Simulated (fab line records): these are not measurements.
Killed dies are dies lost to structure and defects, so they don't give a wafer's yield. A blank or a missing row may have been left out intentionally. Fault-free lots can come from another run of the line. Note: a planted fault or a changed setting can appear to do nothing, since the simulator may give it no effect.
fab line records :: flow nandHarc :: part 2 of 2: steps 12 to 18 of 18
record
  lots=5
  wafers=15
  lastDay=23
route steps=1159 shown A_CHANNEL_HOLE_D1@465
lots that met no fault: taken from a fault-free run of the same line
startH: start of the lot's first displayed wafer, in hours after the record's first day :: waitH: hours since the lot's step before :: " identical to the entry in the row above :: L1.1+2: a row that stands for several wafers :: - either no value or no given start :: * or withheld: withheld :: < > ~ a bound
route shown NAME@n: names a module that has steps shown in the file, with the first one's number in the route :: usual: mean/standard deviation taken from wafers without a fault :: same: alike in all rows :: chamber/n: place in a boat :: sites: the reading at each site :: _std_site: their standard deviation :: _edge_site: inner sites' mean taken away from outer sites' mean :: radiusMm: how far each site lies from the wafer's centre :: mask NAME#n: copy n :: behind: the last tool/chamber to shape the wafer :: hold: what put the lot on hold/how long, in hours/how the hold closed :: device: whichever transistor did not switch (one of n, p or np) :: end of line: tests of these same wafers at the route's end :: where a step has no rows: the recipe by itself :: killed: dies lost to structure and defects at the first sort, not the wafer's yield :: map: per-die view of a wafer (x killed, . not killed, _ where there is no die)
set.NAME: the setting the step ran with; set.NAME@STEP: the setting that earlier step ran with :: model.NAME: the simulator's own value behind a step, which no gauge read
lots at selected steps of the route; one table per step, one row per wafer
services: the hour from which a tool's chamber was out of use, counted from the record's first day as startH (under 0 if before that day), plus the number of hours and why
## steps
# step NHARC_A_CHANNEL_HOLE_D1_ETCH_24
# recipe
  biasV=5000
  sourceW=withheld
  pressureMtorr=20
  timeS=906.2
  arFlowSccm=375
  c4f8FlowSccm=93.8
  o2FlowSccm=31.2
  tempC=-20
  targetDepthA=15000
  chemistry=C4F8/O2/Ar
# usual
  chamberPressureMTorr=19.998/0.017
  drypumpMotorCurrentA=5.6/0.45
  escClampCurrentUA=0.0212/0.00043
  showerheadPlenumPTorr=3.73/0.087
  throttleValvePct=32.237/0.0094
lot.wafer: L075.2
tool: harEtch-01
chamber: 1
startH: 193.19
waitH: 0.6
chamberPressureMTorr: 19.998
drypumpMotorCurrentA: 5.1
escClampCurrentUA: 0.0217
rfHoursCounterH: 201
showerheadPlenumPTorr: 3.81
throttleValvePct: 32.231

lot.wafer: L075.6
tool: harEtch-01
chamber: 1
startH: 193.19
waitH: 0.6
chamberPressureMTorr: 19.983
drypumpMotorCurrentA: 5.1
escClampCurrentUA: 0.0216
rfHoursCounterH: -
showerheadPlenumPTorr: 3.81
throttleValvePct: 32.233

lot.wafer: L075.5
tool: harEtch-01
chamber: 0
startH: 193.19
waitH: 0.6
chamberPressureMTorr: 19.986
drypumpMotorCurrentA: 5.6
escClampCurrentUA: 0.0208
rfHoursCounterH: -
showerheadPlenumPTorr: 3.78
throttleValvePct: 32.243

lot.wafer: L077.1
tool: harEtch-01
chamber: 1
startH: 201.69
waitH: 0.6
chamberPressureMTorr: 19.982
drypumpMotorCurrentA: 5.1
escClampCurrentUA: 0.0217
rfHoursCounterH: 208
showerheadPlenumPTorr: 3.81
throttleValvePct: 32.233

lot.wafer: L077.5
tool: harEtch-01
chamber: 0
startH: 201.69
waitH: 0.6
chamberPressureMTorr: 19.997
drypumpMotorCurrentA: 5.6
escClampCurrentUA: 0.0208
rfHoursCounterH: -
showerheadPlenumPTorr: 3.78
throttleValvePct: 32.231

lot.wafer: L077.6
tool: harEtch-01
chamber: 1
startH: 201.69
waitH: 0.6
chamberPressureMTorr: 19.989
drypumpMotorCurrentA: 5.1
escClampCurrentUA: 0.0217
rfHoursCounterH: -
showerheadPlenumPTorr: 3.81
throttleValvePct: 32.237

lot.wafer: L082.4
tool: harEtch-02
chamber: 0
startH: 227.08
waitH: 0.6
chamberPressureMTorr: 20.002
drypumpMotorCurrentA: 5.3
escClampCurrentUA: 0.0215
rfHoursCounterH: -
showerheadPlenumPTorr: 3.79
throttleValvePct: 32.235

lot.wafer: L082.3
tool: harEtch-02
chamber: 1
startH: 227.08
waitH: 0.6
chamberPressureMTorr: 20.037
drypumpMotorCurrentA: 6.2
escClampCurrentUA: 0.0207
rfHoursCounterH: -
showerheadPlenumPTorr: 3.60
throttleValvePct: 32.230

lot.wafer: L082.6
tool: harEtch-02
chamber: 0
startH: 227.08
waitH: 0.6
chamberPressureMTorr: 19.980
drypumpMotorCurrentA: 5.3
escClampCurrentUA: 0.0215
rfHoursCounterH: -
showerheadPlenumPTorr: 3.79
throttleValvePct: 32.223

lot.wafer: L090.2
tool: harEtch-01
chamber: 1
startH: 274.29
waitH: 0.6
chamberPressureMTorr: 20.026
drypumpMotorCurrentA: 5.0
escClampCurrentUA: 0.0217
rfHoursCounterH: 234
showerheadPlenumPTorr: 3.80
throttleValvePct: 32.234

lot.wafer: L090.1
tool: harEtch-01
chamber: 0
startH: 274.29
waitH: 0.6
chamberPressureMTorr: 19.978
drypumpMotorCurrentA: 5.6
escClampCurrentUA: 0.0208
rfHoursCounterH: 234
showerheadPlenumPTorr: 3.77
throttleValvePct: 32.221

lot.wafer: L090.4
tool: harEtch-01
chamber: 0
startH: 274.29
waitH: 0.6
chamberPressureMTorr: 20.002
drypumpMotorCurrentA: 5.6
escClampCurrentUA: 0.0207
rfHoursCounterH: -
showerheadPlenumPTorr: 3.77
throttleValvePct: 32.221

lot.wafer: L092.1
tool: harEtch-02
chamber: 0
startH: 282.74
waitH: 0.6
chamberPressureMTorr: 19.984
drypumpMotorCurrentA: 5.2
escClampCurrentUA: 0.0215
rfHoursCounterH: 147
showerheadPlenumPTorr: 3.77
throttleValvePct: 32.249

lot.wafer: L092.2
tool: harEtch-02
chamber: 1
startH: 282.74
waitH: 0.6
chamberPressureMTorr: 19.996
drypumpMotorCurrentA: 6.2
escClampCurrentUA: 0.0208
rfHoursCounterH: 147
showerheadPlenumPTorr: 3.59
throttleValvePct: 32.237

lot.wafer: L092.3
tool: harEtch-02
chamber: 0
startH: 282.74
waitH: 0.6
chamberPressureMTorr: 20.010
drypumpMotorCurrentA: 5.2
escClampCurrentUA: 0.0216
rfHoursCounterH: -
showerheadPlenumPTorr: 3.77
throttleValvePct: 32.241
# step NHARC_A_CHANNEL_HOLE_D1_ETCH_25
# recipe
  biasV=5000
  sourceW=withheld
  pressureMtorr=20
  timeS=1040.2
  arFlowSccm=375
  c4f8FlowSccm=93.8
  o2FlowSccm=31.2
  tempC=-20
  targetDepthA=15000
  chemistry=C4F8/O2/Ar
# usual
  chamberPressureMTorr=20.000/0.02
  drypumpMotorCurrentA=5.6/0.45
  escClampCurrentUA=0.0212/0.00043
  showerheadPlenumPTorr=3.73/0.088
  throttleValvePct=32.236/0.01
lot.wafer: L075.2
tool: harEtch-01
chamber: 1
startH: 193.95
waitH: 0.6
chamberPressureMTorr: 19.969
drypumpMotorCurrentA: 5.1
escClampCurrentUA: 0.0217
rfHoursCounterH: 202
showerheadPlenumPTorr: 3.81
throttleValvePct: 32.251

lot.wafer: L075.6
tool: harEtch-01
chamber: 1
startH: 193.95
waitH: 0.6
chamberPressureMTorr: 20.005
drypumpMotorCurrentA: 5.1
escClampCurrentUA: 0.0217
rfHoursCounterH: -
showerheadPlenumPTorr: 3.81
throttleValvePct: 32.240

lot.wafer: L075.5
tool: harEtch-01
chamber: 0
startH: 193.95
waitH: 0.6
chamberPressureMTorr: 19.989
drypumpMotorCurrentA: 5.6
escClampCurrentUA: 0.0207
rfHoursCounterH: -
showerheadPlenumPTorr: 3.78
throttleValvePct: 32.238

lot.wafer: L077.1
tool: harEtch-01
chamber: 1
startH: 202.47
waitH: 0.7
chamberPressureMTorr: 19.981
drypumpMotorCurrentA: 5.1
escClampCurrentUA: 0.0217
rfHoursCounterH: 208
showerheadPlenumPTorr: 3.81
throttleValvePct: 32.251

lot.wafer: L077.5
tool: harEtch-01
chamber: 0
startH: 202.47
waitH: 0.7
chamberPressureMTorr: 20.052
drypumpMotorCurrentA: 5.6
escClampCurrentUA: 0.0207
rfHoursCounterH: -
showerheadPlenumPTorr: 3.78
throttleValvePct: 32.231

lot.wafer: L077.6
tool: harEtch-01
chamber: 1
startH: 202.47
waitH: 0.7
chamberPressureMTorr: 20.049
drypumpMotorCurrentA: 5.1
escClampCurrentUA: 0.0217
rfHoursCounterH: -
showerheadPlenumPTorr: 3.81
throttleValvePct: 32.238

lot.wafer: L082.4
tool: harEtch-02
chamber: 0
startH: 227.89
waitH: 0.7
chamberPressureMTorr: 19.999
drypumpMotorCurrentA: 5.2
escClampCurrentUA: 0.0215
rfHoursCounterH: -
showerheadPlenumPTorr: 3.79
throttleValvePct: 32.228

lot.wafer: L082.3
tool: harEtch-02
chamber: 1
startH: 227.89
waitH: 0.7
chamberPressureMTorr: 19.996
drypumpMotorCurrentA: 6.2
escClampCurrentUA: 0.0208
rfHoursCounterH: -
showerheadPlenumPTorr: 3.60
throttleValvePct: 32.234

lot.wafer: L082.6
tool: harEtch-02
chamber: 0
startH: 227.89
waitH: 0.7
chamberPressureMTorr: 20.004
drypumpMotorCurrentA: 5.2
escClampCurrentUA: 0.0216
rfHoursCounterH: -
showerheadPlenumPTorr: 3.79
throttleValvePct: 32.239

lot.wafer: L090.2
tool: harEtch-01
chamber: 1
startH: 275.06
waitH: 0.6
chamberPressureMTorr: 20.019
drypumpMotorCurrentA: 5.1
escClampCurrentUA: 0.0217
rfHoursCounterH: 235
showerheadPlenumPTorr: 3.80
throttleValvePct: 32.223

lot.wafer: L090.1
tool: harEtch-01
chamber: 0
startH: 275.06
waitH: 0.6
chamberPressureMTorr: 19.960
drypumpMotorCurrentA: 5.6
escClampCurrentUA: 0.0208
rfHoursCounterH: 235
showerheadPlenumPTorr: 3.77
throttleValvePct: 32.235

lot.wafer: L090.4
tool: harEtch-01
chamber: 0
startH: 275.06
waitH: 0.6
chamberPressureMTorr: 20.012
drypumpMotorCurrentA: 5.6
escClampCurrentUA: 0.0208
rfHoursCounterH: -
showerheadPlenumPTorr: 3.77
throttleValvePct: 32.239

lot.wafer: L092.1
tool: harEtch-02
chamber: 0
startH: 283.51
waitH: 0.6
chamberPressureMTorr: 19.983
drypumpMotorCurrentA: 5.3
escClampCurrentUA: 0.0217
rfHoursCounterH: 148
showerheadPlenumPTorr: 3.77
throttleValvePct: 32.238

lot.wafer: L092.2
tool: harEtch-02
chamber: 1
startH: 283.51
waitH: 0.6
chamberPressureMTorr: 20.020
drypumpMotorCurrentA: 6.2
escClampCurrentUA: 0.0208
rfHoursCounterH: 148
showerheadPlenumPTorr: 3.59
throttleValvePct: 32.243

lot.wafer: L092.3
tool: harEtch-02
chamber: 0
startH: 283.51
waitH: 0.6
chamberPressureMTorr: 20.008
drypumpMotorCurrentA: 5.3
escClampCurrentUA: 0.0215
rfHoursCounterH: -
showerheadPlenumPTorr: 3.77
throttleValvePct: 32.245
# step NHARC_A_CHANNEL_HOLE_D1_ETCH_26
# recipe
  biasV=300
  sourceW=2000
  pressureMtorr=30
  timeS=224.1
  arFlowSccm=375
  c4f8FlowSccm=11.4
  o2FlowSccm=113.6
  tempC=-20
  targetDepthA=3000
  chemistry=C4F8/O2/Ar
# usual
  chamberPressureMTorr=30.001/0.03
  drypumpMotorCurrentA=5.6/0.45
  escClampCurrentUA=0.0212/0.00043
  showerheadPlenumPTorr=3.78/0.092
  throttleValvePct=24.583/0.0094
lot.wafer: L075.2
tool: harEtch-01
chamber: 1
startH: 194.85
waitH: 0.7
chamberPressureMTorr: 30.003
drypumpMotorCurrentA: 5.1
escClampCurrentUA: 0.0217
rfHoursCounterH: 202
showerheadPlenumPTorr: 3.87
throttleValvePct: 24.585

lot.wafer: L075.6
tool: harEtch-01
chamber: 1
startH: 194.85
waitH: 0.7
chamberPressureMTorr: 30.051
drypumpMotorCurrentA: 5.1
escClampCurrentUA: 0.0217
rfHoursCounterH: -
showerheadPlenumPTorr: 3.87
throttleValvePct: 24.574

lot.wafer: L075.5
tool: harEtch-01
chamber: 0
startH: 194.85
waitH: 0.7
chamberPressureMTorr: 30.057
drypumpMotorCurrentA: 5.6
escClampCurrentUA: 0.0207
rfHoursCounterH: -
showerheadPlenumPTorr: 3.84
throttleValvePct: 24.576

lot.wafer: L077.1
tool: harEtch-01
chamber: 1
startH: 203.24
waitH: 0.6
chamberPressureMTorr: 29.988
drypumpMotorCurrentA: 5.1
escClampCurrentUA: 0.0217
rfHoursCounterH: 209
showerheadPlenumPTorr: 3.87
throttleValvePct: 24.594

lot.wafer: L077.5
tool: harEtch-01
chamber: 0
startH: 203.24
waitH: 0.6
chamberPressureMTorr: 29.954
drypumpMotorCurrentA: 5.6
escClampCurrentUA: 0.0208
rfHoursCounterH: -
showerheadPlenumPTorr: 3.84
throttleValvePct: 24.582

lot.wafer: L077.6
tool: harEtch-01
chamber: 1
startH: 203.24
waitH: 0.6
chamberPressureMTorr: 30.019
drypumpMotorCurrentA: 5.1
escClampCurrentUA: 0.0217
rfHoursCounterH: -
showerheadPlenumPTorr: 3.87
throttleValvePct: 24.599

lot.wafer: L082.4
tool: harEtch-02
chamber: 0
startH: 228.54
waitH: 0.5
chamberPressureMTorr: 29.990
drypumpMotorCurrentA: 5.2
escClampCurrentUA: 0.0215
rfHoursCounterH: -
showerheadPlenumPTorr: 3.84
throttleValvePct: 24.613

lot.wafer: L082.3
tool: harEtch-02
chamber: 1
startH: 228.54
waitH: 0.5
chamberPressureMTorr: 29.947
drypumpMotorCurrentA: 6.3
escClampCurrentUA: 0.0208
rfHoursCounterH: -
showerheadPlenumPTorr: 3.65
throttleValvePct: 24.585

lot.wafer: L082.6
tool: harEtch-02
chamber: 0
startH: 228.54
waitH: 0.5
chamberPressureMTorr: 30.047
drypumpMotorCurrentA: 5.2
escClampCurrentUA: 0.0216
rfHoursCounterH: -
showerheadPlenumPTorr: 3.84
throttleValvePct: 24.582

lot.wafer: L090.2
tool: harEtch-01
chamber: 1
startH: 275.94
waitH: 0.7
chamberPressureMTorr: 30.005
drypumpMotorCurrentA: 5.1
escClampCurrentUA: 0.0218
rfHoursCounterH: 235
showerheadPlenumPTorr: 3.85
throttleValvePct: 24.597

lot.wafer: L090.1
tool: harEtch-01
chamber: 0
startH: 275.94
waitH: 0.7
chamberPressureMTorr: 29.966
drypumpMotorCurrentA: 5.6
escClampCurrentUA: 0.0208
rfHoursCounterH: 235
showerheadPlenumPTorr: 3.82
throttleValvePct: 24.594

lot.wafer: L090.4
tool: harEtch-01
chamber: 0
startH: 275.94
waitH: 0.7
chamberPressureMTorr: 29.995
drypumpMotorCurrentA: 5.6
escClampCurrentUA: 0.0208
rfHoursCounterH: -
showerheadPlenumPTorr: 3.82
throttleValvePct: 24.587

lot.wafer: L092.1
tool: harEtch-02
chamber: 0
startH: 284.39
waitH: 0.7
chamberPressureMTorr: 30.020
drypumpMotorCurrentA: 5.2
escClampCurrentUA: 0.0217
rfHoursCounterH: 148
showerheadPlenumPTorr: 3.83
throttleValvePct: 24.581

lot.wafer: L092.2
tool: harEtch-02
chamber: 1
startH: 284.39
waitH: 0.7
chamberPressureMTorr: 29.970
drypumpMotorCurrentA: 6.2
escClampCurrentUA: 0.0207
rfHoursCounterH: 148
showerheadPlenumPTorr: 3.63
throttleValvePct: 24.599

lot.wafer: L092.3
tool: harEtch-02
chamber: 0
startH: 284.39
waitH: 0.7
chamberPressureMTorr: 30.014
drypumpMotorCurrentA: 5.2
escClampCurrentUA: 0.0216
rfHoursCounterH: -
showerheadPlenumPTorr: 3.83
throttleValvePct: 24.599
# step NHARC_A_CHANNEL_HOLE_D1_ETCH_33
# recipe
  biasV=400
  sourceW=2000
  pressureMtorr=25
  timeS=90
  arFlowSccm=375
  c4f8FlowSccm=41.7
  o2FlowSccm=83.3
  tempC=-20
  targetDepthA=4000
  chemistry=C4F8/O2/Ar
# usual
  chamberPressureMTorr=25.001/0.028
  drypumpMotorCurrentA=5.6/0.45
  escClampCurrentUA=0.0212/0.00043
  showerheadPlenumPTorr=3.77/0.091
  throttleValvePct=27.619/0.0094
lot.wafer: L075.2
tool: harEtch-01
chamber: 1
startH: 195.05
waitH: 0.2
chamberPressureMTorr: 25.018
drypumpMotorCurrentA: 5.1
escClampCurrentUA: 0.0217
rfHoursCounterH: 202
showerheadPlenumPTorr: 3.86
throttleValvePct: 27.606

lot.wafer: L075.6
tool: harEtch-01
chamber: 1
startH: 195.05
waitH: 0.2
chamberPressureMTorr: 25.011
drypumpMotorCurrentA: 5.1
escClampCurrentUA: 0.0218
rfHoursCounterH: -
showerheadPlenumPTorr: 3.86
throttleValvePct: 27.615

lot.wafer: L075.5
tool: harEtch-01
chamber: 0
startH: 195.05
waitH: 0.2
chamberPressureMTorr: 24.965
drypumpMotorCurrentA: 5.6
escClampCurrentUA: 0.0207
rfHoursCounterH: -
showerheadPlenumPTorr: 3.83
throttleValvePct: 27.629

lot.wafer: L077.1
tool: harEtch-01
chamber: 1
startH: 203.44
waitH: 0.2
chamberPressureMTorr: 25.012
drypumpMotorCurrentA: 5.1
escClampCurrentUA: 0.0217
rfHoursCounterH: 209
showerheadPlenumPTorr: 3.86
throttleValvePct: 27.636

lot.wafer: L077.5
tool: harEtch-01
chamber: 0
startH: 203.44
waitH: 0.2
chamberPressureMTorr: 24.995
drypumpMotorCurrentA: 5.6
escClampCurrentUA: 0.0208
rfHoursCounterH: -
showerheadPlenumPTorr: 3.83
throttleValvePct: 27.605

lot.wafer: L077.6
tool: harEtch-01
chamber: 1
startH: 203.44
waitH: 0.2
chamberPressureMTorr: 25.004
drypumpMotorCurrentA: 5.1
escClampCurrentUA: 0.0216
rfHoursCounterH: -
showerheadPlenumPTorr: 3.86
throttleValvePct: 27.603

lot.wafer: L082.4
tool: harEtch-02
chamber: 0
startH: 228.74
waitH: 0.2
chamberPressureMTorr: 25.006
drypumpMotorCurrentA: 5.3
escClampCurrentUA: 0.0215
rfHoursCounterH: -
showerheadPlenumPTorr: 3.84
throttleValvePct: 27.616

lot.wafer: L082.3
tool: harEtch-02
chamber: 1
startH: 228.74
waitH: 0.2
chamberPressureMTorr: 24.975
drypumpMotorCurrentA: 6.2
escClampCurrentUA: 0.0208
rfHoursCounterH: -
showerheadPlenumPTorr: 3.64
throttleValvePct: 27.611

lot.wafer: L082.6
tool: harEtch-02
chamber: 0
startH: 228.74
waitH: 0.2
chamberPressureMTorr: 25.001
drypumpMotorCurrentA: 5.2
escClampCurrentUA: 0.0216
rfHoursCounterH: -
showerheadPlenumPTorr: 3.84
throttleValvePct: 27.622

lot.wafer: L090.2
tool: harEtch-01
chamber: 1
startH: 276.14
waitH: 0.2
chamberPressureMTorr: 25.005
drypumpMotorCurrentA: 5.1
escClampCurrentUA: 0.0217
rfHoursCounterH: 236
showerheadPlenumPTorr: 3.84
throttleValvePct: 27.614

lot.wafer: L090.1
tool: harEtch-01
chamber: 0
startH: 276.14
waitH: 0.2
chamberPressureMTorr: 24.992
drypumpMotorCurrentA: 5.6
escClampCurrentUA: 0.0207
rfHoursCounterH: 236
showerheadPlenumPTorr: 3.81
throttleValvePct: 27.621

lot.wafer: L090.4
tool: harEtch-01
chamber: 0
startH: 276.14
waitH: 0.2
chamberPressureMTorr: 24.994
drypumpMotorCurrentA: 5.6
escClampCurrentUA: 0.0208
rfHoursCounterH: -
showerheadPlenumPTorr: 3.81
throttleValvePct: 27.622

lot.wafer: L092.1
tool: harEtch-02
chamber: 0
startH: 284.59
waitH: 0.2
chamberPressureMTorr: 24.976
drypumpMotorCurrentA: 5.2
escClampCurrentUA: 0.0216
rfHoursCounterH: 148
showerheadPlenumPTorr: 3.82
throttleValvePct: 27.621

lot.wafer: L092.2
tool: harEtch-02
chamber: 1
startH: 284.59
waitH: 0.2
chamberPressureMTorr: 25.010
drypumpMotorCurrentA: 6.2
escClampCurrentUA: 0.0208
rfHoursCounterH: 148
showerheadPlenumPTorr: 3.63
throttleValvePct: 27.630

lot.wafer: L092.3
tool: harEtch-02
chamber: 0
startH: 284.59
waitH: 0.2
chamberPressureMTorr: 25.007
drypumpMotorCurrentA: 5.3
escClampCurrentUA: 0.0216
rfHoursCounterH: -
showerheadPlenumPTorr: 3.82
throttleValvePct: 27.623
# step NHARC_A_CHANNEL_HOLE_D1_STRIP_41
# recipe
  n2FlowSccm=150
  h2FlowSccm=150
  arFlowSccm=0
  biasW=0
  chemistry=N2/H2
lot.wafer: L075.2+5+6
tool: rieDiel-12
chamber: 3,3,0
startH: 195.58
waitH: 0.5

lot.wafer: L077.1+5+6
tool: rieDiel-06
chamber: 1,3,0
startH: 203.95
waitH: 0.5

lot.wafer: L082.3+4+6
tool: rieDiel-12
chamber: 0,1,1
startH: 229.20
waitH: 0.4

lot.wafer: L090.2+4+1
tool: rieDiel-06
chamber: 1,2,3
startH: 276.68
waitH: 0.5

lot.wafer: L092.2+1+3
tool: rieDiel-06
chamber: 3,0,1
startH: 285.11
waitH: 0.5
# step NHARC_A_CHANNEL_HOLE_D1_STRIP_42
# recipe
  cf4FlowSccm=100
  chf3FlowSccm=30
  arFlowSccm=0
  biasW=0
  chemistry=CF4/CHF3
lot.wafer: L075.2+5+6
tool: rieDiel-12
chamber: 3,3,0
startH: 195.67
waitH: 0.1

lot.wafer: L077.1+6+5
tool: rieDiel-06
chamber: 1,2,3
startH: 204.04
waitH: 0.1

lot.wafer: L082.4+3+6
tool: rieDiel-12
chamber: 2,3,2
startH: 229.30
waitH: 0.1

lot.wafer: L090.1+4+2
tool: rieDiel-06
chamber: 2,0,1
startH: 276.77
waitH: 0.1

lot.wafer: L092.1+2+3
tool: rieDiel-06
chamber: 3,0,2
startH: 285.21
waitH: 0.1
# step NHARC_A_CHANNEL_HOLE_D1_STRIP_43
# recipe
  o2FlowSccm=400
  cosFlowSccm=20
  arFlowSccm=0
  biasW=0
  chemistry=O2/COS
lot.wafer: L075.2+6+5
tool: rieDiel-12
chamber: 2,2,3
startH: 195.73
waitH: 0.1

lot.wafer: L077.1+5+6
tool: rieDiel-06
chamber: 0,3,0
startH: 204.09
waitH: 0.1

lot.wafer: L082.3+4+6
tool: rieDiel-12
chamber: 1,0,2
startH: 229.36
waitH: 0.1

lot.wafer: L090.2+4+1
tool: rieDiel-06
chamber: 0,1,3
startH: 276.83
waitH: 0.0

lot.wafer: L092.3+1+2
tool: rieDiel-06
chamber: 3,0,2
startH: 285.27
waitH: 0.0
## services
tool: rieDiel-10
chamber: -
startH: 176.50
hours: 9.0
kind: pm

tool: rieDiel-12
chamber: 0
startH: 181.74
hours: -
kind: clean

tool: rieDiel-12
chamber: 1
startH: 181.74
hours: -
kind: clean

tool: rieDiel-12
chamber: 2
startH: 181.74
hours: -
kind: clean

tool: rieDiel-12
chamber: 3
startH: 181.74
hours: -
kind: clean

tool: rieDiel-06
chamber: -
startH: 184.19
hours: 6.1
kind: repair

tool: rieDiel-12
chamber: -
startH: 202.40
hours: 9.0
kind: pm

tool: rieDiel-12
chamber: 0
startH: 202.40
hours: 9.0
kind: ventCycle

tool: rieDiel-12
chamber: 1
startH: 202.40
hours: 9.0
kind: ventCycle

tool: rieDiel-12
chamber: 2
startH: 202.40
hours: 9.0
kind: ventCycle

tool: rieDiel-12
chamber: 3
startH: 202.40
hours: 9.0
kind: ventCycle

tool: rieDiel-12
chamber: 0
startH: 211.40
hours: -
kind: clean

tool: rieDiel-12
chamber: 1
startH: 211.40
hours: -
kind: clean

tool: rieDiel-12
chamber: 2
startH: 211.40
hours: -
kind: clean

tool: rieDiel-12
chamber: 3
startH: 211.40
hours: -
kind: clean

tool: rieDiel-10
chamber: 0
startH: 225.25
hours: 10.0
kind: repair

tool: rieDiel-12
chamber: 0
startH: 235.90
hours: -
kind: clean

tool: rieDiel-12
chamber: 1
startH: 235.90
hours: -
kind: clean

tool: rieDiel-12
chamber: 2
startH: 235.90
hours: -
kind: clean

tool: rieDiel-12
chamber: 3
startH: 235.90
hours: -
kind: clean

tool: rieDiel-06
chamber: -
startH: 241.20
hours: 9.0
kind: pm

tool: rieDiel-12
chamber: 0
startH: 260.40
hours: -
kind: clean

tool: rieDiel-12
chamber: 1
startH: 260.40
hours: -
kind: clean

tool: rieDiel-12
chamber: 2
startH: 260.40
hours: -
kind: clean
